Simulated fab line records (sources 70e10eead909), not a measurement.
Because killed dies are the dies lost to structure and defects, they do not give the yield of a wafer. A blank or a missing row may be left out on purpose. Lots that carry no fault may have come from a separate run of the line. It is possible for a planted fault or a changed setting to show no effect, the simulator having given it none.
fab line records	flow nand_harc
record lots=11	wafers=33	last_day=24
route steps=1159 shown P_STI@89 P_GATE@138 END@1159
lots that met no fault: taken from a fault-free run of the same line
start_h: start of the lot's first displayed wafer, in hours after the record's first day	wait_h: hours from the lot's prior step to this one	" identical to the entry in the row above	L1.1+2: several wafers, shown together as one row	- either no value or no given start	* or withheld: withheld	< > ~ a bound
route shown NAME@n: names a module that has steps shown in the file, with the first one's number in the route	usual: average and standard deviation across the fault-free wafers	same: alike in all rows	chamber/n: place in a boat	sites: readings site by site	_std_site: the values' standard deviation	_edge_site: mean of outer sites minus mean of inner sites	radius_mm: how far each site lies from the wafer's centre	mask NAME#n: copy n	behind: the most recent tool/chamber to have shaped the wafer	hold: cause of the lot's hold/its duration in hours/its outcome	device: transistor that didn't switch, given as n, p or np	end of line: tests of these same wafers at the route's end	step lacking rows: just its recipe	killed: the dies lost at the first sort to structure and to defects; this is not the yield of the wafer	map: dies across one wafer; x = killed, . = not, _ = none there
set.NAME: the setting the step ran with; set.NAME@STEP: the setting that earlier step ran with	model.NAME: the simulator's own value behind a step, which no gauge read
the route's steps for a sample of lots (tables are steps, rows are wafers)
services: when a tool's chamber went out of use (start_h, in hours from the record's first day, below 0 if earlier), for how many hours, and the reason
## steps
# step NHARC_P_STI_ETCH_31
# recipe target_depth_a=1089	time_s=54.5	cf4_flow_sccm=100	chf3_flow_sccm=30	ar_flow_sccm=0	rf_w=500	bias_w=200	chemistry=CF4/CHF3
# usual chamber_pressure_mTorr=24.998/0.022	drypump_motor_current_A=5.8/0.46	oes_product_au=0.959/0.02	rf_vpp_V=370.4/2.3	showerhead_plenum_p_Torr=1.57/0.068	throttle_valve_pct=16.802/0.0083
lot.wafer	tool	chamber	start_h	wait_h	chamber_pressure_mTorr	drypump_motor_current_A	oes_product_au	rf_hours_counter_h	rf_vpp_V	showerhead_plenum_p_Torr	throttle_valve_pct
L191.3	rie_diel-04	1	-	-	24.993	6.1	0.914	7	368.6	1.52	16.801
L191.2	"	2	"	"	25.001	5.1	0.926	6	371.8	1.61	16.804
L191.5	"	0	"	"	24.949	6.0	0.923	-	368.0	1.49	16.816
L192.2	rie_diel-04	1	-	-	24.980	6.1	0.947	7	367.6	1.52	16.822
L192.4	"	2	"	"	25.013	5.1	0.947	6	371.1	1.61	16.810
L192.5	"	2	"	"	24.982	5.1	0.950	-	370.8	1.61	16.801
L193.3	rie_diel-09	2	-	-	24.998	5.9	0.980	3	374.0	1.68	16.805
L193.4	"	3	"	"	25.013	6.0	0.957	3	368.7	1.53	16.806
L193.6	"	2	"	"	24.988	5.9	0.985	-	375.2	1.68	16.791
L195.2	rie_diel-01	0	-	-	24.985	6.0	0.978	3	373.3	1.68	16.817
L195.3	"	1	"	"	24.993	5.4	0.957	3	370.9	1.60	16.789
L195.6	"	3	"	"	25.020	6.2	0.960	-	367.6	1.49	16.798
L197.1	rie_diel-04	1	-	-	25.020	6.1	0.963	9	369.0	1.52	16.797
L197.4	"	2	"	"	24.994	5.2	0.974	8	371.3	1.61	16.798
L197.2	"	3	"	"	24.976	6.4	1.006	9	369.8	1.54	16.811
L199.3	rie_diel-09	2	-	-	25.024	5.9	0.961	0	374.1	1.67	16.799
L199.1	"	1	"	"	24.989	5.0	0.942	0	373.4	1.69	16.796
L199.5	"	3	"	"	24.989	6.0	0.955	-	369.7	1.53	16.798
L200.1	rie_diel-04	2	-	-	25.009	5.1	0.964	9	372.2	1.61	16.797
L200.2	"	0	"	"	24.984	6.0	0.979	10	366.2	1.49	16.811
L200.6	"	3	"	"	25.006	6.4	0.971	-	370.5	1.53	16.797
L209.2	rie_diel-04	3	-	-	24.987	6.4	0.939	2	368.4	1.53	16.801
L209.1	"	0	"	"	25.044	6.0	0.983	2	367.5	1.49	16.800
L209.6	"	3	"	"	24.986	6.4	0.954	-	369.8	1.53	16.805
L211.1	rie_diel-04	1	-	-	24.979	6.1	0.959	2	369.2	1.52	16.798
L211.3	"	0	"	"	24.960	6.0	0.968	3	367.9	1.49	16.798
L211.6	"	1	"	"	24.997	6.1	0.954	-	369.9	1.52	16.800
L212.2	rie_diel-04	1	-	-	24.973	6.1	0.921	3	368.5	1.52	16.819
L212.4	"	3	"	"	25.047	6.4	0.910	3	369.3	1.53	16.805
L212.5	"	2	"	"	24.986	5.1	0.934	-	372.3	1.61	16.813
L213.2	rie_diel-01	3	-	-	25.005	6.2	0.941	1	367.2	1.49	16.800
L213.4	"	1	"	"	25.046	5.4	0.931	1	370.7	1.60	16.786
L213.6	"	2	"	"	24.973	5.4	0.917	-	369.1	1.54	16.802
# step NHARC_P_STI_OCD_MEAS_43
# usual trench_depth_nm=300/5	trench_foot_cd_nm=157/3.7
lot.wafer	tool	chamber	start_h	wait_h	trench_depth_nm	trench_foot_cd_nm
L191.2	ocd-01	-	43.34	-	305	160
L191.3	"	-	"	"	301	152
L191.5	"	-	"	"	301	156
L192.2	ocd-02	-	50.79	-	296	162
L192.4	"	-	"	"	306	163
L192.5	"	-	"	"	299	156
L193.3	ocd-01	-	50.82	-	293	166
L193.4	"	-	"	"	301	162
L193.6	"	-	"	"	294	164
L195.2	ocd-01	-	67.40	-	307	160
L195.3	"	-	"	"	293	156
L195.6	"	-	"	"	289	155
L197.1	ocd-02	-	78.51	-	300	153
L197.2	"	-	"	"	301	155
L197.4	"	-	"	"	295	154
L199.1	ocd-01	-	93.94	-	302	150
L199.3	"	-	"	"	299	149
L199.5	"	-	"	"	299	154
L200.1	ocd-02	-	94.07	-	301	156
L200.2	"	-	"	"	308	154
L200.6	"	-	"	"	304	154
L209.1	ocd-01	-	150.25	-	300	161
L209.2	"	-	"	"	295	157
L209.6	"	-	"	"	298	159
L211.1	ocd-02	-	162.13	-	301	158
L211.3	"	-	"	"	304	159
L211.6	"	-	"	"	308	154
L212.2	ocd-01	-	170.87	-	293	154
L212.4	"	-	"	"	302	155
L212.5	"	-	"	"	301	154
L213.2	ocd-01	-	174.49	-	298	154
L213.4	"	-	"	"	307	153
L213.6	"	-	"	"	309	158
# step NHARC_P_GATE_EXPOSE_23
# recipe na=1.35	target_cd_nm=120	dose_mj=93.91	mask_id=P_GATE
# usual stage_vel_mm_s=500.03/0.27
# same na=1.35
lot.wafer	tool	chamber	start_h	wait_h	mask	stage_vel_mm_s
L191.2	arfi_scanner-03	0	87.18	-	P_GATE#0	499.69
L191.3	"	0	"	"	P_GATE#0	500.04
L191.5	"	0	"	"	P_GATE#0	500.05
L193.3	arfi_scanner-02	0	103.57	-	P_GATE#0	500.60
L193.4	"	0	"	"	P_GATE#0	500.16
L193.6	"	0	"	"	P_GATE#0	499.87
L192.2	arfi_scanner-03	0	103.71	-	P_GATE#0	500.00
L192.4	"	0	"	"	P_GATE#0	500.03
L192.5	"	0	"	"	P_GATE#0	499.89
L195.2	arfi_scanner-02	0	120.82	-	P_GATE#0	500.26
L195.3	"	0	"	"	P_GATE#0	500.10
L195.6	"	0	"	"	P_GATE#0	500.12
L197.1	arfi_scanner-02	0	124.14	-	P_GATE#0	499.72
L197.2	"	0	"	"	P_GATE#0	500.00
L197.4	"	0	"	"	P_GATE#0	500.23
L199.1	arfi_scanner-01	0	140.10	-	P_GATE#0	500.60
L199.3	"	0	"	"	P_GATE#0	500.40
L199.5	"	0	"	"	P_GATE#0	500.57
L200.1	arfi_scanner-02	0	141.21	-	P_GATE_R1#0	500.51
L200.2	"	0	"	"	P_GATE_R1#0	500.38
L200.6	"	0	"	"	P_GATE_R1#0	500.06
L209.1	arfi_scanner-03	0	197.79	-	P_GATE#0	500.19
L209.2	"	0	"	"	P_GATE#0	499.62
L209.6	"	0	"	"	P_GATE#0	499.75
L211.1	arfi_scanner-02	0	211.47	-	P_GATE#0	499.85
L211.3	"	0	"	"	P_GATE#0	499.86
L211.6	"	0	"	"	P_GATE#0	499.79
L212.2	arfi_scanner-01	0	220.18	-	P_GATE#0	500.27
L212.4	"	0	"	"	P_GATE#0	499.81
L212.5	"	0	"	"	P_GATE#0	500.18
L213.2	arfi_scanner-02	0	220.63	-	P_GATE#0	500.36
L213.4	"	0	"	"	P_GATE#0	500.07
L213.6	"	0	"	"	P_GATE#0	500.01
# step NHARC_P_GATE_CD_MEAS_26
# recipe target_cd_nm=120	landing_energy_ev=500
# usual cd_nm=120.5/0.78
# same landing_energy_ev=500
lot.wafer	tool	chamber	start_h	wait_h	cd_nm
L191.2	cd_sem-03	0	87.32	-	120.0
L191.3	"	0	"	"	120.3
L191.5	"	0	"	"	121.4
L193.3	cd_sem-01	0	103.70	-	120.5
L193.4	"	0	"	"	120.4
L193.6	"	0	"	"	120.1
L192.2	cd_sem-03	0	103.86	-	120.5
L192.4	"	0	"	"	120.3
L192.5	"	0	"	"	120.6
L195.2	cd_sem-01	0	120.95	-	120.9
L195.3	"	0	"	"	119.1
L195.6	"	0	"	"	120.5
L197.1	cd_sem-03	0	124.28	-	121.5
L197.2	"	0	"	"	121.1
L197.4	"	0	"	"	121.6
L199.1	cd_sem-01	0	140.25	-	120.4
L199.3	"	0	"	"	120.4
L199.5	"	0	"	"	120.8
L200.1	cd_sem-03	0	141.35	-	107.9
L200.2	"	0	"	"	107.1
L200.6	"	0	"	"	106.9
L209.1	cd_sem-03	0	197.93	-	120.5
L209.2	"	0	"	"	121.7
L209.6	"	0	"	"	121.9
L211.1	cd_sem-03	0	211.61	-	121.8
L211.3	"	0	"	"	121.2
L211.6	"	0	"	"	122.1
L212.2	cd_sem-02	0	220.32	-	120.8
L212.4	"	0	"	"	120.3
L212.5	"	0	"	"	121.0
L213.2	cd_sem-03	0	220.77	-	120.9
L213.4	"	0	"	"	121.2
L213.6	"	0	"	"	121.0
# step NHARC_P_GATE_STRIP_108
# recipe o2_flow_sccm=500	ar_flow_sccm=0	bias_w=0	chemistry=O2
# usual chamber_pressure_mTorr=60.01/0.059	drypump_motor_current_A=6.0/0.41	oes_product_au=0.994/0.012	rf_vpp_V=57.8/0.9	showerhead_plenum_p_Torr=3.50/0.18	throttle_valve_pct=17.037/0.0091
lot.wafer	tool	chamber	start_h	wait_h	chamber_pressure_mTorr	drypump_motor_current_A	oes_product_au	rf_hours_counter_h	rf_vpp_V	showerhead_plenum_p_Torr	throttle_valve_pct
L191.3	rie_diel-12	0	88.60	-	59.99	6.1	1.011	22	59.3	3.70	17.022
L191.2	"	2	"	"	60.07	5.3	0.992	24	57.8	3.39	17.040
L191.5	"	1	"	"	60.04	5.9	1.018	-	57.0	3.31	17.029
L193.4	rie_diel-03	0	104.53	-	60.03	5.9	0.999	13	56.8	3.53	17.029
L193.3	"	2	"	"	60.16	5.5	0.985	10	59.1	3.73	17.028
L193.6	"	0	"	"	59.92	6.0	0.981	-	57.6	3.53	17.050
L192.4	rie_diel-03	0	104.71	-	60.01	5.9	1.000	13	58.4	3.53	17.032
L192.2	"	1	"	"	59.94	6.1	0.992	13	57.2	3.34	17.030
L192.5	"	0	"	"	60.00	5.9	0.997	-	56.8	3.53	17.028
L195.2	rie_diel-11	2	121.88	-	59.98	6.1	1.010	34	58.1	3.29	17.035
L195.3	"	3	"	"	60.06	6.7	0.984	33	57.3	3.36	17.041
L195.6	"	3	"	"	60.00	6.7	0.986	-	58.6	3.36	17.057
L197.1	rie_diel-11	0	125.09	-	59.97	5.8	0.997	35	58.5	3.40	17.039
L197.2	"	1	"	"	59.98	5.7	0.988	24	58.8	3.79	17.046
L197.4	"	3	"	"	60.00	6.6	0.975	33	57.5	3.36	17.045
L199.3	rie_diel-12	0	141.19	-	59.99	6.1	1.003	40	59.7	3.69	17.023
L199.1	"	1	"	"	59.97	5.9	1.024	41	59.8	3.30	17.020
L199.5	"	0	"	"	59.95	6.1	0.999	-	57.0	3.69	17.025
L200.1	rie_diel-11	2	142.15	-	60.01	6.1	1.009	40	56.3	3.28	17.040
L200.2	"	0	"	"	60.06	5.8	0.992	41	57.9	3.39	17.034
L200.6	"	3	"	"	60.04	6.6	0.990	-	56.2	3.35	17.043
L209.1	rie_diel-12	2	198.79	-	60.07	5.4	0.997	65	56.6	3.37	17.035
L209.2	"	3	"	"	60.01	5.6	0.988	63	56.0	3.65	17.023
L209.6	"	2	"	"	59.94	5.4	1.006	-	57.9	3.37	17.052
L211.1	rie_diel-12	0	212.46	-	59.96	6.1	0.978	0	58.5	3.68	17.027
L211.3	"	2	"	"	60.05	5.4	0.989	0	57.7	3.37	17.029
L211.6	"	0	"	"	60.05	6.1	0.986	-	57.5	3.68	17.032
L212.4	rie_diel-11	3	221.64	-	60.13	6.6	1.001	12	57.5	3.34	17.042
L212.2	"	1	"	"	59.96	5.7	1.011	10	58.2	3.77	17.031
L212.5	"	3	"	"	59.98	6.6	1.007	-	57.1	3.34	17.028
L213.4	rie_diel-12	3	222.42	-	60.03	5.5	0.996	5	57.1	3.65	17.031
L213.2	"	0	"	"	60.06	6.1	0.981	5	57.6	3.67	17.026
L213.6	"	0	"	"	59.91	6.1	0.981	-	58.7	3.67	17.019
# step NHARC_END_SORT_01
# recipe temp_c=25
# usual killed_at_array=25/10	killed_at_other=0.6/0.91	killed_at_periphery=3.6/2.9	killed_dies=29/10	killed_open=3.3/2	killed_short=1.9/1.5
# same gross_dies=677
lot.wafer	tool	chamber	start_h	wait_h	killed_at_array	killed_at_other	killed_at_periphery	killed_dies	killed_open	killed_short
L200.1	prober-01	0	499.48	2.5	26	1	5	32	4	2
L200.2	prober-01	0	500.28	2.8	23	4	14	41	4	1
L200.6	prober-01	0	503.50	4.0	17	2	5	24	1	1
# killed by level:class
L200.1 A_SLIT:chamber_film_flake=9 A_CHANNEL_HOLE_D1:chamber_film_flake=6 A_BLC:geometric_particle:open=3 A_STAIRCASE:chamber_film_flake=3 A_CONTACT:chamber_film_flake=3 P_M1:geometric_particle:open=1 P_M1:geometric_particle:short=1 A_ONON_D1:geometric_particle:short=1
L200.2 A_SLIT:chamber_film_flake=10 P_GATE:area_expose=6 P_ZERO_WELL:chamber_film_flake=4 A_CHANNEL_HOLE_D1:chamber_film_flake=3 A_STAIRCASE:chamber_film_flake=3 A_CONTACT:chamber_film_flake=3 THIN_TSV:chamber_film_flake=3 P_GATE:chamber_film_flake=2
L200.6 A_SLIT:chamber_film_flake=11 A_STAIRCASE:chamber_film_flake=4 P_GATE:chamber_film_flake=2 A_CHANNEL_HOLE_D1:chamber_film_flake=2 THIN_TSV:chamber_film_flake=2 P_M0:geometric_particle:open=1 P_M0:geometric_particle:short=1 P_GATE:area_expose=1
## services
tool	chamber	start_h	hours	kind
arfi_scanner-01	-	24.00	4.0	pm
rie_diel-12	-	25.40	9.0	pm
arfi_scanner-02	-	36.68	0.3	repair
rie_diel-03	-	38.30	9.0	pm
rie_diel-11	3	46.58	5.8	repair
rie_diel-04	2	59.32	3.2	repair
rie_diel-03	2	61.29	9.3	repair
rie_diel-01	-	71.26	0.3	repair
rie_diel-11	1	73.61	14.5	repair
rie_diel-09	-	77.10	9.0	pm
rie_diel-01	1	81.11	5.1	repair
arfi_scanner-01	-	83.57	6.6	repair
arfi_scanner-02	-	84.00	4.0	pm
rie_diel-09	0	88.18	7.6	repair
rie_diel-11	1	104.11	4.5	repair
arfi_scanner-01	-	105.55	0.3	repair
rie_diel-04	-	111.90	9.0	pm
rie_diel-09	0	130.18	6.9	repair
rie_diel-01	-	137.80	9.0	pm
arfi_scanner-03	-	140.00	4.0	pm
rie_diel-11	-	155.07	0.5	repair
arfi_scanner-03	-	178.30	0.5	repair
rie_diel-11	-	189.52	9.0	pm
rie_diel-12	-	202.53	9.0	pm
## key
first_sign step=NHARC_P_GATE_EXPOSE_23	reading=mask	direction=changed
effect step=NHARC_P_GATE_CD_MEAS_26	reading=cd_nm	direction=down	sigmas=17	usual=120.5	struck=107.3
met_at NHARC_P_GATE_EXPOSE_23
struck_lots L200
tester_left_out L200
not_acting_at NHARC_P_STI_ETCH_31,NHARC_P_STI_OCD_MEAS_43,NHARC_P_GATE_STRIP_108
onset_between 124.14 141.21
fault kind=wrong_mask	tool=any	chamber=-	onset_h=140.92	steps=NHARC_P_GATE_EXPOSE_23	aux_copy=P_GATE_R1#0	cd_offset_nm=-13.779	scope=struck_lots_only
# tester_left_out: of these lots the tester's yield and bins aren't shown, on N5 and GAA mostly nor the transistor test; their killed dies are dies lost to structure and defects alone, not to doping, threshold or leakage, so they don't give the yield
